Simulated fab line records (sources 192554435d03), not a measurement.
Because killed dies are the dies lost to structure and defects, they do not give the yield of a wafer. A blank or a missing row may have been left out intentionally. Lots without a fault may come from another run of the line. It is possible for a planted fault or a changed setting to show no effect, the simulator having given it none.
fab line records	flow n5Finfet
[record] lots = 24	wafers = 72	lastDay = 18
route steps=1938 shown DUMMY_GATE@250 SD_ACTIVATION@331 ILD0@346 HKMG_FIN@399 GATE_CUT@465
lots that met no fault: taken from a fault-free run of the same line
startH: hours from the record's first day to the start of the lot's first wafer shown	waitH: how many hours have passed since the lot's step before this one	" the same as in the row above	L1.1+2: one row covering several wafers at once	- value missing, or start not given	* or withheld: withheld	< > ~ a bound
route shown NAME@n: a module of which the file shows steps, and the number in the route of the first	usual: mean/standard deviation taken from wafers without a fault	same: alike in all rows	chamber/n: place in a boat	sites: each site's reading	_std_site: standard deviation across them	_edge_site: the outer-site mean with the inner-site mean subtracted	radiusMm: how far each site lies from the wafer's centre	mask NAME#n: copy n	behind: the tool/chamber that last shaped the wafer	hold: cause of the lot's hold/its duration in hours/its outcome	device: names the non-switching transistor (n, p or np)	end of line: tests run on the same wafers once the route is complete	step lacking rows: just its recipe	killed: dies that structure and defects cost at the first sort, which is not the same as the wafer's yield	map: a wafer's dies, x killed, . not, _ none there
set.NAME: the setting as run; set.NAME@STEP: as run at that earlier step	model.NAME: the simulator's own value behind a step, which no gauge read
route steps across a sampled set of lots; one table per step, one row per wafer
services: when a tool's chamber went out of use (startH, in hours from the record's first day, below 0 if earlier), for how many hours, and the reason
[[steps]]
[step N5_DUMMY_GATE_ETCH_42]
[recipe] chemistry = CHF3/O2	target = SiO2	targetDepthA = 35	timeS = 31	ionEnergyEv = 30	biasW = 12	pressureMtorr = 30	sourceW = 600	Ar_flow_sccm = 200	CHF3_flow_sccm = 50	O2_flow_sccm = 5
[usual] drypumpMotorCurrentA = 5.5/0.42	oesProductAu = 0.82/0.1	rfVppV = 42.6/1	showerheadPlenumPTorr = 2.42/0.089	throttleValvePct = 18.82/0.24
lot.wafer	tool	chamber	startH	waitH	drypumpMotorCurrentA	oesProductAu	rfHoursCounterH	rfVppV	showerheadPlenumPTorr	throttleValvePct
L074.1	rieDiel-03	3	49.55	0.0	4.8	0.93	13	42.9	2.36	18.90
L074.2	"	2	"	"	5.4	0.88	47	41.7	2.55	18.97
L074.6	"	1	"	"	5.9	0.97	-	42.4	2.47	18.63
L075.1	rieDiel-01	3	57.42	0.0	5.4	0.97	5	42.7	2.46	18.65
L075.4	"	1	"	"	5.9	0.65	250	41.2	2.27	18.67
L075.5	"	1	"	"	5.9	0.66	-	44.1	2.27	18.68
L076.1	rieDiel-03	1	59.52	0.1	5.9	0.95	5	43.0	2.47	18.62
L076.2	"	2	"	"	5.4	0.88	50	39.9	2.54	18.99
L076.4	"	3	"	"	4.7	0.92	16	43.3	2.36	18.90
L077.2	rieDiel-03	0	66.69	0.2	5.2	0.73	202	40.7	2.30	19.03
L077.5	"	2	"	"	5.4	0.88	-	42.1	2.54	18.95
L077.6	"	1	"	"	5.9	0.95	-	42.6	2.47	18.63
L078.3	rieDiel-03	1	70.93	0.0	6.0	0.95	8	42.1	2.47	18.63
L078.5	"	2	"	"	5.4	0.88	-	43.5	2.54	18.97
L078.6	"	1	"	"	6.0	0.94	-	42.5	2.47	18.63
L079.2	rieDiel-04	0	76.68	0.0	5.8	0.70	213	43.1	2.49	18.97
L079.4	"	3	"	"	6.5	0.74	187	43.4	2.31	18.86
L079.5	"	1	"	"	5.7	0.87	-	41.8	2.35	18.39
L080.3	rieDiel-03	3	87.96	0.2	4.7	0.92	23	41.8	2.36	18.92
L080.5	"	3	"	"	4.7	0.91	-	42.4	2.36	18.91
L080.6	"	2	"	"	5.4	0.87	-	42.0	2.54	18.99
L081.1	rieDiel-01	3	89.80	0.0	5.4	0.94	16	44.0	2.46	18.65
L081.3	"	0	"	"	5.1	0.90	26	41.9	2.56	18.71
L081.5	"	1	"	"	6.0	0.95	-	43.5	2.56	18.24
L082.1	rieDiel-03	2	97.75	0.1	5.4	0.86	59	43.6	2.54	18.99
L082.4	"	3	"	"	4.7	0.90	25	42.8	2.36	18.90
L082.5	"	0	"	"	5.2	0.72	-	41.4	2.30	19.05
L084.2	rieDiel-01	2	106.40	0.0	5.6	0.70	225	42.4	2.39	18.97
L084.3	"	1	"	"	6.0	0.91	9	41.6	2.56	18.25
L084.6	"	3	"	"	5.4	0.93	-	43.9	2.46	18.68
L083.2	rieDiel-01	3	107.10	0.0	5.4	0.92	22	44.1	2.46	18.69
L083.5	"	1	"	"	6.0	0.92	-	43.2	2.56	18.25
L083.6	"	2	"	"	5.6	0.70	-	41.5	2.39	18.95
L085.1	rieDiel-01	3	117.22	0.0	5.4	0.90	25	45.8	2.46	18.68
L085.5	"	2	"	"	5.6	0.70	-	42.8	2.39	18.97
L085.6	"	3	"	"	5.4	0.91	-	44.2	2.46	18.67
L086.1	rieDiel-03	1	120.25	0.1	5.9	0.91	22	42.6	2.46	18.66
L086.2	"	3	"	"	4.7	0.89	32	43.3	2.36	18.92
L086.3	"	2	"	"	5.4	0.86	66	43.1	2.54	19.01
L087.1	rieDiel-03	3	125.63	0.0	4.7	0.88	34	41.9	2.35	18.92
L087.3	"	0	"	"	5.2	0.71	218	42.2	2.29	19.05
L087.5	"	0	"	"	5.3	0.71	-	42.3	2.29	19.06
L088.2	rieDiel-01	3	133.78	0.2	5.4	0.91	30	44.4	2.45	18.68
L088.3	"	1	"	"	5.9	0.89	18	42.9	2.55	18.26
L088.5	"	2	"	"	5.6	0.69	-	42.6	2.39	18.98
L089.1	rieDiel-04	3	137.31	0.2	6.5	0.72	202	43.3	2.30	18.87
L089.2	"	1	"	"	5.7	0.85	58	42.7	2.34	18.40
L089.5	"	1	"	"	5.7	0.85	-	41.8	2.34	18.41
L090.3	rieDiel-04	2	141.98	0.0	5.7	0.70	217	43.1	2.48	19.04
L090.5	"	0	"	"	5.8	0.68	-	41.2	2.48	19.00
L090.6	"	1	"	"	5.7	0.84	-	42.3	2.34	18.41
L091.2	rieDiel-03	3	148.98	0.0	4.7	0.88	41	44.1	2.35	18.92
L091.4	"	0	"	"	5.2	0.72	-	42.4	2.29	19.06
L091.5	"	3	"	"	4.8	0.87	-	41.3	2.35	18.93
L092.2	rieDiel-03	1	154.75	0.0	5.9	0.88	32	42.7	2.46	18.68
L092.3	"	0	"	"	5.3	0.71	227	40.7	2.29	19.05
L092.5	"	3	"	"	4.7	0.87	-	43.9	2.35	18.94
L093.1	rieDiel-04	2	164.17	0.0	5.7	0.69	222	42.4	2.48	19.05
L093.3	"	3	"	"	6.5	0.71	209	42.5	2.30	18.90
L093.6	"	1	"	"	5.7	0.84	-	41.9	2.34	18.41
L094.2	rieDiel-03	0	172.50	0.0	5.2	0.71	233	41.4	2.29	19.08
L094.3	"	3	"	"	4.8	0.86	49	41.3	2.35	18.93
L094.5	"	0	"	"	5.2	0.71	-	41.8	2.29	19.07
L095.3	rieDiel-04	3	173.74	0.1	6.5	0.70	212	42.8	2.30	18.89
L095.4	"	1	"	"	5.7	0.83	67	40.7	2.34	18.42
L095.5	"	3	"	"	6.4	0.71	-	42.1	2.30	18.89
L096.3	rieDiel-03	0	188.31	0.2	5.2	0.71	238	42.3	2.29	19.08
L096.4	"	1	"	"	5.9	0.87	43	42.7	2.45	18.68
L096.5	"	1	"	"	5.9	0.87	-	42.5	2.45	18.69
L097.1	rieDiel-04	0	191.87	0.0	5.8	0.68	246	43.0	2.48	19.00
L097.2	"	1	"	"	5.7	0.83	74	43.2	2.34	18.44
L097.3	"	2	"	"	5.8	0.68	231	42.6	2.48	19.06
[step N5_SD_ACTIVATION_LSA_01]
[recipe] tempC = 1080	timeS = 0.0008	ambient = N2
[usual] wafer_temp_C_max = 1084.7/0.98
lot.wafer	tool	chamber	startH	waitH	wafer_temp_C_max
L074.1	laserAnneal-02	0	59.15	0.2	1084.0
L074.2	"	0	"	"	1085.4
L074.6	"	0	"	"	1086.3
L075.1	laserAnneal-02	0	67.01	0.2	1083.0
L075.4	"	0	"	"	1085.6
L075.5	"	0	"	"	1084.1
L076.1	laserAnneal-02	0	69.41	0.2	1084.4
L076.2	"	0	"	"	1083.0
L076.4	"	0	"	"	1083.2
L077.2	laserAnneal-02	0	77.35	0.2	1085.3
L077.5	"	0	"	"	1084.7
L077.6	"	0	"	"	1085.7
L078.3	laserAnneal-02	0	81.05	0.2	1083.4
L078.5	"	0	"	"	1083.8
L078.6	"	0	"	"	1084.8
L079.2	laserAnneal-02	0	86.59	0.2	1084.5
L079.4	"	0	"	"	1086.1
L079.5	"	0	"	"	1084.5
L080.3	laserAnneal-02	0	98.93	0.2	1086.8
L080.5	"	0	"	"	1082.9
L080.6	"	0	"	"	1086.8
L081.1	laserAnneal-02	0	101.17	0.2	1085.0
L081.3	"	0	"	"	1083.3
L081.5	"	0	"	"	1083.8
L082.1	laserAnneal-02	0	107.63	0.2	1084.4
L082.4	"	0	"	"	1084.0
L082.5	"	0	"	"	1085.9
L084.2	laserAnneal-02	0	116.44	0.2	1083.2
L084.3	"	0	"	"	1084.2
L084.6	"	0	"	"	1084.1
L083.2	laserAnneal-02	0	117.46	0.2	1084.8
L083.5	"	0	"	"	1085.2
L083.6	"	0	"	"	1084.0
L085.1	laserAnneal-01	0	127.09	0.2	1085.7
L085.5	"	0	"	"	1084.7
L085.6	"	0	"	"	1083.7
L086.1	laserAnneal-01	0	131.34	0.2	1084.0
L086.2	"	0	"	"	1085.0
L086.3	"	0	"	"	1084.4
L087.1	laserAnneal-01	0	135.59	0.3	1085.8
L087.3	"	0	"	"	1085.4
L087.5	"	0	"	"	1087.1
L088.2	laserAnneal-02	0	145.41	0.2	1084.1
L088.3	"	0	"	"	1083.2
L088.5	"	0	"	"	1084.1
L089.1	laserAnneal-02	0	148.19	0.2	1085.5
L089.2	"	0	"	"	1084.3
L089.5	"	0	"	"	1085.4
L090.3	laserAnneal-02	0	153.14	0.2	1083.9
L090.5	"	0	"	"	1083.9
L090.6	"	0	"	"	1084.9
L091.2	laserAnneal-02	0	159.39	0.2	1084.7
L091.4	"	0	"	"	1085.4
L091.5	"	0	"	"	1085.9
L092.2	laserAnneal-01	0	165.85	0.2	1086.5
L092.3	"	0	"	"	1085.4
L092.5	"	0	"	"	1085.8
L093.1	laserAnneal-02	0	176.12	0.2	1084.1
L093.3	"	0	"	"	1083.5
L093.6	"	0	"	"	1083.9
L094.2	laserAnneal-02	0	183.25	0.2	1084.9
L094.3	"	0	"	"	1083.4
L094.5	"	0	"	"	1084.7
L095.3	laserAnneal-02	0	185.11	0.2	1085.3
L095.4	"	0	"	"	1084.6
L095.5	"	0	"	"	1084.8
L096.3	laserAnneal-01	0	201.54	0.2	1085.7
L096.4	"	0	"	"	1084.7
L096.5	"	0	"	"	1084.7
L097.1	laserAnneal-02	0	204.12	0.2	1083.5
L097.2	"	0	"	"	1083.9
L097.3	"	0	"	"	1084.0
[step N5_ILD0_INSPECT_06]
[recipe] inspectInstrument = darkfield	mode = postCmp
[usual] rawDefectCount = 36/17
lot.wafer	tool	chamber	startH	waitH	rawDefectCount
L074.1	defectInspect-02	-	66.60	0.0	56
L074.2	"	-	"	"	56
L074.6	"	-	"	"	31
L075.1	defectInspect-01	-	73.80	0.0	27
L075.4	"	-	"	"	10
L075.5	"	-	"	"	32
L076.1	defectInspect-02	-	77.29	0.0	31
L076.2	"	-	"	"	34
L076.4	"	-	"	"	31
L077.2	defectInspect-01	-	84.77	0.0	41
L077.5	"	-	"	"	18
L077.6	"	-	"	"	45
L078.3	defectInspect-02	-	87.83	0.0	76
L078.5	"	-	"	"	25
L078.6	"	-	"	"	35
L079.2	defectInspect-01	-	93.75	0.0	33
L079.4	"	-	"	"	53
L079.5	"	-	"	"	37
L080.3	defectInspect-02	-	105.69	0.0	11
L080.5	"	-	"	"	46
L080.6	"	-	"	"	11
L081.1	defectInspect-02	-	107.95	0.0	35
L081.3	"	-	"	"	29
L081.5	"	-	"	"	28
L082.1	defectInspect-01	-	114.73	0.0	44
L082.4	"	-	"	"	66
L082.5	"	-	"	"	55
L084.2	defectInspect-01	-	123.20	0.0	33
L084.3	"	-	"	"	15
L084.6	"	-	"	"	35
L083.2	defectInspect-01	-	124.64	0.0	15
L083.5	"	-	"	"	30
L083.6	"	-	"	"	22
L085.1	defectInspect-02	-	134.07	0.0	51
L085.5	"	-	"	"	29
L085.6	"	-	"	"	35
L086.1	defectInspect-02	-	138.12	0.0	22
L086.2	"	-	"	"	22
L086.3	"	-	"	"	29
L087.1	defectInspect-01	-	142.48	0.0	30
L087.3	"	-	"	"	29
L087.5	"	-	"	"	39
L088.2	defectInspect-02	-	152.16	0.0	43
L088.3	"	-	"	"	55
L088.5	"	-	"	"	49
L089.1	defectInspect-02	-	154.98	0.0	27
L089.2	"	-	"	"	28
L089.5	"	-	"	"	36
L090.3	defectInspect-01	-	160.34	0.0	35
L090.5	"	-	"	"	52
L090.6	"	-	"	"	51
L091.2	defectInspect-02	-	166.56	0.0	15
L091.4	"	-	"	"	13
L091.5	"	-	"	"	20
L092.2	defectInspect-01	-	172.97	0.0	16
L092.3	"	-	"	"	40
L092.5	"	-	"	"	20
L093.1	defectInspect-02	-	182.99	0.0	47
L093.3	"	-	"	"	37
L093.6	"	-	"	"	48
L094.2	defectInspect-02	-	190.73	0.0	23
L094.3	"	-	"	"	41
L094.5	"	-	"	"	38
L095.3	defectInspect-02	-	192.36	0.0	14
L095.4	"	-	"	"	30
L095.5	"	-	"	"	38
L096.3	defectInspect-01	-	208.28	0.0	8
L096.4	"	-	"	"	26
L096.5	"	-	"	"	32
L097.1	defectInspect-02	-	210.92	0.0	69
L097.2	"	-	"	"	69
L097.3	"	-	"	"	73
[step N5_HKMG_FIN_OVL_MEAS_50]
[recipe] pointsPerWafer = 44
[usual] NDIPOLE_OVL = 0.7/0.73
lot.wafer	tool	chamber	startH	waitH	NDIPOLE_OVL[nm]
L074.1	overlay-02	0	72.66	0.0	-0.3
L074.2	"	0	"	"	-0.1
L074.6	"	0	"	"	0.0
L075.1	overlay-01	0	79.86	0.0	0.5
L075.4	"	0	"	"	0.7
L075.5	"	0	"	"	0.5
L076.1	overlay-01	0	83.43	0.0	0.9
L076.2	"	0	"	"	0.1
L076.4	"	0	"	"	0.2
L077.2	overlay-01	0	90.91	0.0	0.9
L077.5	"	0	"	"	0.9
L077.6	"	0	"	"	-0.7
L078.3	overlay-01	0	94.57	0.0	0.6
L078.5	"	0	"	"	0.6
L078.6	"	0	"	"	0.8
L079.2	overlay-01	0	99.73	0.0	0.7
L079.4	"	0	"	"	0.4
L079.5	"	0	"	"	0.7
L080.3	overlay-01	0	111.84	0.0	1.9
L080.5	"	0	"	"	1.1
L080.6	"	0	"	"	0.4
L081.1	overlay-02	0	114.47	0.0	0.1
L081.3	"	0	"	"	0.3
L081.5	"	0	"	"	-0.8
L082.1	overlay-02	0	121.47	0.0	0.9
L082.4	"	0	"	"	0.8
L082.5	"	0	"	"	0.8
L084.2	overlay-01	0	129.51	0.0	0.7
L084.3	"	0	"	"	0.2
L084.6	"	0	"	"	0.9
L083.2	overlay-01	0	130.74	0.0	1.2
L083.5	"	0	"	"	0.8
L083.6	"	0	"	"	1.8
L085.1	overlay-01	0	140.25	0.0	0.7
L085.5	"	0	"	"	1.1
L085.6	"	0	"	"	1.7
L086.1	overlay-01	0	144.62	0.0	-0.6
L086.2	"	0	"	"	0.6
L086.3	"	0	"	"	0.1
L087.1	overlay-01	0	149.22	0.0	1.4
L087.3	"	0	"	"	2.3
L087.5	"	0	"	"	1.7
L088.2	overlay-01	0	158.62	0.0	0.0
L088.3	"	0	"	"	-0.5
L088.5	"	0	"	"	-0.7
L089.1	overlay-01	0	161.38	0.0	0.9
L089.2	"	0	"	"	0.5
L089.5	"	0	"	"	1.1
L090.3	overlay-02	0	166.59	0.0	1.3
L090.5	"	0	"	"	1.5
L090.6	"	0	"	"	1.1
L091.2	overlay-02	0	172.78	0.0	0.1
L091.4	"	0	"	"	1.2
L091.5	"	0	"	"	1.6
L092.2	overlay-02	0	179.26	0.0	-0.1
L092.3	"	0	"	"	1.0
L092.5	"	0	"	"	0.1
L093.1	overlay-01	0	188.74	0.0	1.4
L093.3	"	0	"	"	1.2
L093.6	"	0	"	"	1.6
L094.2	overlay-02	0	197.22	0.0	0.8
L094.3	"	0	"	"	1.3
L094.5	"	0	"	"	1.5
L095.3	overlay-02	0	198.56	0.0	1.5
L095.4	"	0	"	"	2.0
L095.5	"	0	"	"	0.7
L096.3	overlay-02	0	214.99	0.0	1.0
L096.4	"	0	"	"	2.6
L096.5	"	0	"	"	2.3
L097.1	overlay-02	0	217.45	0.0	0.8
L097.2	"	0	"	"	0.0
L097.3	"	0	"	"	1.0
[step N5_HKMG_FIN_ALD_36]
[recipe] material = TiN	targetThkA = 10	tempC = 400	aldPrecursorFamily = TiCl4	aldCoReactant = NH3	pulseTimeS = 1	purgeTimeS = 3	coReactantPurgeTimeS = 2	coReactantPulseTimeS = 2	aldCycles = 47	pressureTorr = 3
[usual] chamberPressureTorr = 2.999/0.0068	heaterPowerOuterW = 559/65	heaterPowerW = 906/97	precursorPulseHeightRel = 1.002/0.019
lot.wafer	tool	chamber	startH	waitH	chamberPressureTorr	heaterPowerOuterW	heaterPowerW	precursorPulseHeightRel
L074.1	aldMetal-03	1	75.07	0.0	3.010	610	1018	0.982
L074.2	"	3	"	"	2.996	489	827	0.999
L074.6	"	1	"	"	3.000	602	1024	0.981
L075.1	aldMetal-03	1	82.44	0.0	2.997	618	983	0.999
L075.4	"	3	"	"	3.002	508	793	0.990
L075.5	"	3	"	"	3.006	495	811	1.019
L076.1	aldMetal-04	1	85.94	0.0	2.996	660	1003	1.026
L076.2	"	3	"	"	2.992	474	824	1.016
L076.4	"	0	"	"	2.989	532	919	1.022
L077.2	aldMetal-01	1	93.09	0.0	3.006	665	1072	0.990
L077.5	"	2	"	"	2.988	458	757	0.988
L077.6	"	0	"	"	2.997	538	833	1.010
L078.3	aldMetal-03	0	96.75	0.0	3.003	553	892	1.007
L078.5	"	3	"	"	2.985	492	804	1.031
L078.6	"	2	"	"	3.003	610	955	0.968
L079.2	aldMetal-03	0	102.04	0.0	3.005	557	893	1.045
L079.4	"	3	"	"	3.009	487	806	1.008
L079.5	"	2	"	"	2.991	618	957	0.975
L080.3	aldMetal-03	2	114.02	0.0	3.001	598	958	0.977
L080.5	"	2	"	"	3.005	611	953	1.027
L080.6	"	1	"	"	3.005	600	1013	1.011
L081.1	aldMetal-03	3	116.84	0.0	3.000	492	805	1.000
L081.3	"	2	"	"	3.001	608	927	0.981
L081.5	"	3	"	"	3.002	500	800	0.990
L082.1	aldMetal-03	1	123.74	0.0	2.995	618	1005	1.038
L082.4	"	0	"	"	2.992	542	899	1.010
L082.5	"	1	"	"	3.000	595	1033	0.984
L084.2	aldMetal-01	1	131.85	0.0	2.984	677	1075	0.996
L084.3	"	2	"	"	2.998	457	753	1.017
L084.6	"	3	"	"	2.993	537	873	1.017
L083.2	aldMetal-01	0	133.05	0.0	2.996	541	825	1.013
L083.5	"	3	"	"	2.989	523	880	1.003
L083.6	"	2	"	"	3.001	457	750	0.998
L085.1	aldMetal-04	0	142.44	0.0	2.999	541	901	1.000
L085.5	"	2	"	"	2.986	526	875	0.990
L085.6	"	1	"	"	3.005	647	1001	0.988
L086.1	aldMetal-03	2	147.30	0.4	3.004	601	941	1.036
L086.2	"	1	"	"	2.995	603	1006	1.028
L086.3	"	3	"	"	2.997	494	812	0.999
L087.1	aldMetal-04	1	151.49	0.0	3.000	669	1031	0.998
L087.3	"	0	"	"	2.999	537	911	1.004
L087.5	"	3	"	"	2.998	482	826	0.999
L088.2	aldMetal-01	3	161.45	0.0	3.009	542	854	1.005
L088.3	"	1	"	"	3.009	661	1078	1.008
L088.5	"	2	"	"	3.013	458	726	0.993
L089.1	aldMetal-01	1	163.57	0.0	3.000	665	1067	1.031
L089.2	"	0	"	"	2.997	535	840	1.005
L089.5	"	1	"	"	3.003	682	1093	0.982
L090.3	aldMetal-03	2	168.83	0.0	2.991	616	964	1.009
L090.5	"	1	"	"	3.007	605	1009	0.951
L090.6	"	2	"	"	3.004	622	962	1.020
L091.2	aldMetal-04	0	175.08	0.0	3.001	540	921	1.001
L091.4	"	2	"	"	3.004	528	846	1.021
L091.5	"	2	"	"	3.007	519	864	0.986
L092.2	aldMetal-03	0	181.44	0.0	2.992	550	896	0.985
L092.3	"	3	"	"	3.008	496	794	0.996
L092.5	"	3	"	"	3.010	499	818	1.002
L093.1	aldMetal-01	3	191.81	0.0	3.013	548	893	0.989
L093.3	"	2	"	"	3.003	460	741	1.000
L093.6	"	0	"	"	3.002	532	842	0.991
L094.2	aldMetal-01	3	199.40	0.0	2.993	528	877	1.049
L094.3	"	2	"	"	2.998	471	729	1.023
L094.5	"	1	"	"	3.001	688	1085	1.029
L095.3	aldMetal-04	3	201.00	0.0	2.996	477	823	1.016
L095.4	"	1	"	"	3.007	675	1025	1.011
L095.5	"	3	"	"	3.000	463	840	0.977
L096.3	aldMetal-03	1	217.23	0.0	3.006	608	1027	0.995
L096.4	"	0	"	"	2.995	551	887	1.022
L096.5	"	3	"	"	2.995	490	808	0.998
L097.1	aldMetal-04	1	219.65	0.0	3.002	652	1014	0.975
L097.2	"	2	"	"	2.990	528	872	1.014
L097.3	"	0	"	"	3.008	545	934	0.990
[step N5_GATE_CUT_ETCHBACK_00]
[recipe] chemistry = SF6/Cl2	target = W	pressureMtorr = 8	icpW = 900	biasW = 80	SF6_flow_sccm = 40	Cl2_flow_sccm = 60
[usual] drypumpMotorCurrentA = 5.6/0.41	heBacksideLeakSccm = 3.3/0.33	oesProductAu = 0.82/0.092	throttleValvePct = 27.44/0.23
lot.wafer	tool	chamber	startH	waitH	drypumpMotorCurrentA	heBacksideLeakSccm	oesProductAu	rfHoursCounterH	throttleValvePct
L074.1	rieMetal-01	1	80.68	0.0	6.1	3.6	0.81	31	27.62
L074.2	"	0	"	"	5.3	3.5	0.96	1	27.38
L074.6	"	1	"	"	6.1	3.4	0.80	-	27.64
L075.1	rieMetal-03	1	88.19	0.0	5.9	3.4	0.81	33	27.44
L075.4	"	1	"	"	5.9	3.3	0.79	-	27.43
L075.5	"	0	"	"	5.3	3.0	0.94	-	26.99
L076.1	rieMetal-03	1	91.75	0.0	5.9	3.3	0.79	33	27.43
L076.2	"	0	"	"	5.3	3.0	0.93	4	27.00
L076.4	"	0	"	"	5.3	3.2	0.93	-	27.01
L077.2	rieMetal-02	0	98.76	0.0	5.0	3.3	0.66	92	27.48
L077.5	"	0	"	"	5.0	3.2	0.66	-	27.48
L077.6	"	1	"	"	6.0	3.2	0.90	-	27.67
L078.3	rieMetal-02	0	102.72	0.1	4.9	3.2	0.67	-	27.49
L078.5	"	1	"	"	6.0	3.1	0.90	-	27.67
L078.6	"	0	"	"	5.0	3.2	0.67	-	27.49
L079.2	rieMetal-03	1	107.75	0.0	5.8	3.5	0.81	34	27.45
L079.4	"	0	"	"	5.3	3.2	0.93	-	27.00
L079.5	"	1	"	"	5.8	3.2	0.79	-	27.45
L080.3	rieMetal-02	0	119.73	0.1	5.0	3.3	0.65	-	27.50
L080.5	"	0	"	"	4.9	3.2	0.65	-	27.49
L080.6	"	1	"	"	6.0	3.2	0.89	-	27.64
L081.1	rieMetal-03	0	122.50	0.0	5.3	3.1	0.92	5	27.00
L081.3	"	0	"	"	5.3	3.0	0.92	-	26.99
L081.5	"	1	"	"	5.8	3.6	0.79	-	27.46
L082.1	rieMetal-02	0	129.67	0.0	5.0	3.5	0.66	94	27.48
L082.4	"	0	"	"	5.0	3.3	0.66	-	27.48
L082.5	"	0	"	"	5.0	3.3	0.66	-	27.50
L084.2	rieMetal-01	0	137.50	0.0	5.3	3.4	0.91	7	27.37
L084.3	"	0	"	"	5.3	3.4	0.92	-	27.40
L084.6	"	1	"	"	6.1	3.5	0.79	-	27.65
L083.2	rieMetal-01	1	138.71	0.0	6.1	3.3	0.79	37	27.65
L083.5	"	1	"	"	6.1	3.4	0.79	-	27.64
L083.6	"	0	"	"	5.3	3.0	0.92	-	27.38
L085.1	rieMetal-02	0	148.03	0.0	5.0	3.3	0.65	95	27.50
L085.5	"	1	"	"	6.0	3.1	0.89	-	27.66
L085.6	"	0	"	"	5.0	3.2	0.65	-	27.50
L086.1	rieMetal-01	1	153.37	0.0	6.1	3.6	0.78	39	27.66
L086.2	"	0	"	"	5.3	3.3	0.90	8	27.41
L086.3	"	1	"	"	6.1	3.4	0.77	-	27.66
L087.1	rieMetal-01	1	157.18	0.0	6.1	3.5	0.79	39	27.67
L087.3	"	0	"	"	5.3	3.7	0.90	-	27.41
L087.5	"	1	"	"	6.0	3.4	0.78	-	27.67
L088.2	rieMetal-02	1	167.55	0.0	6.0	3.3	0.88	12	27.67
L088.3	"	1	"	"	6.0	3.3	0.88	-	27.66
L088.5	"	1	"	"	6.0	3.3	0.88	-	27.66
L089.1	rieMetal-03	1	169.71	0.0	5.9	3.5	0.78	39	27.44
L089.2	"	0	"	"	5.3	3.1	0.89	10	27.01
L089.5	"	0	"	"	5.3	3.1	0.89	-	27.02
L090.3	rieMetal-01	1	174.81	0.1	6.1	3.8	0.79	-	27.68
L090.5	"	1	"	"	6.1	3.9	0.78	-	27.67
L090.6	"	1	"	"	6.1	3.6	0.78	-	27.65
L091.2	rieMetal-02	1	180.70	0.0	6.0	3.1	0.88	13	27.66
L091.4	"	1	"	"	6.0	3.2	0.88	-	27.66
L091.5	"	1	"	"	6.0	3.3	0.88	-	27.66
L092.2	rieMetal-03	1	187.09	0.0	5.9	3.1	0.77	41	27.46
L092.3	"	0	"	"	5.3	3.2	0.88	-	27.02
L092.5	"	0	"	"	5.4	3.1	0.88	-	27.02
L093.1	rieMetal-02	1	197.57	0.0	6.0	3.4	0.88	14	27.68
L093.3	"	1	"	"	6.0	3.3	0.87	-	27.68
L093.6	"	1	"	"	5.9	3.4	0.87	-	27.66
L094.2	rieMetal-01	0	205.34	0.0	5.3	3.1	0.90	11	27.40
L094.3	"	1	"	"	6.1	3.7	0.78	-	27.66
L094.5	"	1	"	"	6.1	3.5	0.78	-	27.67
L095.3	rieMetal-03	0	206.56	0.1	5.3	3.1	0.87	-	27.01
L095.4	"	1	"	"	5.9	3.2	0.77	-	27.46
L095.5	"	1	"	"	5.9	3.0	0.77	-	27.47
L096.3	rieMetal-03	0	222.95	0.1	5.3	3.0	0.87	-	27.02
L096.4	"	1	"	"	5.9	3.3	0.77	-	27.45
L096.5	"	0	"	"	5.3	3.0	0.86	-	27.00
L097.1	rieMetal-03	0	225.21	0.0	5.3	3.3	0.86	15	27.01
L097.2	"	1	"	"	5.9	3.4	0.76	44	27.45
L097.3	"	1	"	"	5.8	3.2	0.77	-	27.47
[[services]]
tool	chamber	startH	hours	kind
aldMetal-01	-	27.92	0.5	repair
aldMetal-04	3	35.90	2.1	repair
aldMetal-03	0	38.95	25.1	repair
aldMetal-04	0	39.00	4.4	repair
rieDiel-01	3	44.83	2.5	repair
laserAnneal-02	-	51.65	1.4	repair
aldMetal-03	-	68.26	1.0	repair
aldMetal-01	-	69.60	14.6	pm
rieMetal-03	-	69.95	1.4	repair
rieMetal-02	0	75.97	10.4	repair
rieMetal-03	-	85.25	2.8	pm
aldMetal-01	3	85.92	15.1	repair
rieDiel-04	1	89.19	5.1	repair
rieMetal-02	-	91.63	0.3	repair
rieDiel-01	0	102.36	22.0	repair
rieDiel-04	1	105.96	14.5	repair
rieDiel-04	3	120.72	9.8	repair
laserAnneal-02	-	130.04	10.1	pm
rieDiel-03	2	147.89	8.5	repair
laserAnneal-02	-	170.36	3.2	pm
rieMetal-01	0	173.63	9.6	repair
laserAnneal-02	-	194.80	8.2	pm
aldMetal-03	-	206.09	6.0	pm
laserAnneal-02	-	216.21	4.6	repair
[[key]]
fault none
